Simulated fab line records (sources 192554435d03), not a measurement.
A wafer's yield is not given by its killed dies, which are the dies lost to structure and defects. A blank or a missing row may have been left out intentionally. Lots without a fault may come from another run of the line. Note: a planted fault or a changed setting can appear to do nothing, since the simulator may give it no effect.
Chamber matching :: flow n5 finfet :: N5_BEOL_M10_DEP_56 on pecvd-03 has 3 sister chambers
The step deposits SiCN from 3MS/NH3, target thk 15 nm, time 26.5 s. 3 wafers are shown with their chamber, then 8 later ones without.

## WAFERS, EACH WITH ITS CHAMBER
wafer: L081.5
chamber: 2
throttle valve pct (%): 8.9

wafer: L088.1
chamber: 0
throttle valve pct (%): 9.2

wafer: L089.1
chamber: 1
throttle valve pct (%): 10.1

## WAFERS WITH NO CHAMBER GIVEN
wafer: L089.2
throttle valve pct (%): 9.2

wafer: L089.6
throttle valve pct (%): 10.1

wafer: L092.1
throttle valve pct (%): 10.2

wafer: L092.3
throttle valve pct (%): 9.2

wafer: L092.4
throttle valve pct (%): 10.1

wafer: L093.2
throttle valve pct (%): 9.3

wafer: L093.4
throttle valve pct (%): 10.3

wafer: L093.5
throttle valve pct (%): 9.3

## WHICH CHAMBER EACH WENT THROUGH
wafer: L089.2
from the rows above: 0
in truth: 0

wafer: L089.6
from the rows above: 1
in truth: 1

wafer: L092.1
from the rows above: 1
in truth: 1

wafer: L092.3
from the rows above: 0
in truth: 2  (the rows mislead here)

wafer: L092.4
from the rows above: 1
in truth: 1

wafer: L093.2
from the rows above: 0
in truth: 0

wafer: L093.4
from the rows above: 1
in truth: 1

wafer: L093.5
from the rows above: 0
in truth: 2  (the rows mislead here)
6 of 8 placed correctly. Can't be placed from these rows: 0. Wrongly placed: 2.
How it was worked out, from the rows above alone: a wafer's distance from a chamber is the root of the sum, over the readings, of the square of ((its reading less the chamber's mean) divided by the reading's scatter). The wafer belongs to the nearest chamber; if the next one is less than 2 further off, it can't be placed. For every chamber, the mean is computed from those of its wafers that are shown. The scatter: root of mean squared gap, hidden wafer to nearest shown wafer, with one shown wafer a chamber.
